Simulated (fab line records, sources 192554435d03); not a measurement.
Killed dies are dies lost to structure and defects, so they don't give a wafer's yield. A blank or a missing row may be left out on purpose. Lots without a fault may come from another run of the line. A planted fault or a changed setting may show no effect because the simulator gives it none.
Split-lot experiment | flow n5_finfet | 7 lots, 21 wafers read, on a route of 1938 steps

THE SPLIT
At N5_BEOL_M12_ETCH_68 (etches SOC in N2/H2, time 285 s), the setting time_s was moved away from the recipe's 285 s on 8 of the 21 wafers read, by -17.7% to +17.9%. The other wafers ran this setting at the recipe's value.

The reading is taken at the split's own step.

THE READING
SiARC_of_BEOL_M12_COAT_66.thk_nm (the simulator's own value, which no gauge read), in nm, at N5_BEOL_M12_ETCH_68 (etches SOC in N2/H2, time 285 s). The file gives no usual value for it. The 13 wafers here that ran the recipe average 85.7 nm, standard deviation 0.53 nm.

wafer  | tool, chamber at the split | time_s as run, s | against the recipe | SiARC_of_BEOL_M12_COAT_66.thk_nm, nm | against lot-mates on the recipe
L078.3 | rie_diel-03, 0             | 285              | recipe             | 86.6                                 | -
L078.4 | rie_diel-03, 3             | 285              | recipe             | 85.8                                 | -
L078.5 | rie_diel-03, 0             | 244.7            | -14.1%             | 90                                   | +3.8
L077.1 | rie_diel-02, 0             | 262.9            | -7.8%              | 88.2                                 | +1.4
L077.5 | rie_diel-02, 3             | 262.9            | -7.8%              | 87.8                                 | +1.0
L077.6 | rie_diel-02, 0             | 285              | recipe             | 86.8                                 | -
L076.2 | rie_diel-02, 3             | 285              | recipe             | 85.4                                 | -
L076.5 | rie_diel-02, 3             | 234.5            | -17.7%             | 89.8                                 | +4.3
L076.6 | rie_diel-02, 2             | 285              | recipe             | 85.6                                 | -
L086.3 | rie_diel-02, 1             | 285              | recipe             | 85.4                                 | -
L086.4 | rie_diel-02, 2             | 285              | recipe             | 85.8                                 | -
L086.6 | rie_diel-02, 1             | 285              | recipe             | 85                                   | -
L087.3 | rie_diel-04, 2             | 285              | recipe             | 85.2                                 | -
L087.5 | rie_diel-04, 0             | 285              | recipe             | 85                                   | -
L087.6 | rie_diel-04, 3             | 285              | recipe             | 86                                   | -
L089.2 | rie_diel-03, 3             | 335.9            | +17.9%             | 81.2                                 | -4.8
L089.4 | rie_diel-03, 0             | 285              | recipe             | 86                                   | -
L089.6 | rie_diel-03, 1             | 335.9            | +17.9%             | 80                                   | -6.0
L096.2 | rie_diel-02, 1             | 285              | recipe             | 85.8                                 | -
L096.5 | rie_diel-02, 0             | 302.3            | +6.1%              | 85.2                                 | -0.6
L096.6 | rie_diel-02, 1             | 302.3            | +6.1%              | 84.2                                 | -1.6

THE FIT
A straight line over all 21 wafers: SiARC_of_BEOL_M12_COAT_66.thk_nm changes by -0.27 nm for each +1% of time_s; r = -0.97; the points scatter about the line by 0.59 nm.
The same after taking each lot's own level away (the mean of its wafers on the recipe; 21 wafers): -0.264 nm for each +1%; r = -0.97; scatter 0.53 nm.
On that fit, the largest move of time_s shifts the reading by 4.7 nm.
The lots' own levels span 85.40 to 86.80 nm, that is 2.6 times the standard deviation above.
So the lot-to-lot level changes the slope little: the two slopes agree.
Check: with one of the wafers moved furthest among these (+17.9%) left out of the fit, the line predicts -4.83 nm for it against its lot-mates. It came out at -4.8 nm against them.

OTHER SPLITS ON THESE WAFERS
These wafers also went through other splits before the reading. Each is held against what the fit with the lots' levels taken away leaves over:
other split on the same wafers      | wafers away from the commonest value | r with SiARC_of_BEOL_M12_COAT_66.thk_nm (lot level and that fit taken away)
N5_BEOL_M10_TRENCH_ETCH_37 source_w | 7                                    | +0.15

THE FILE'S OWN FIT
SiARC_of_BEOL_M12_COAT_66.thk_nm changes by -0.261 nm for each +1% of time_s, r = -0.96.
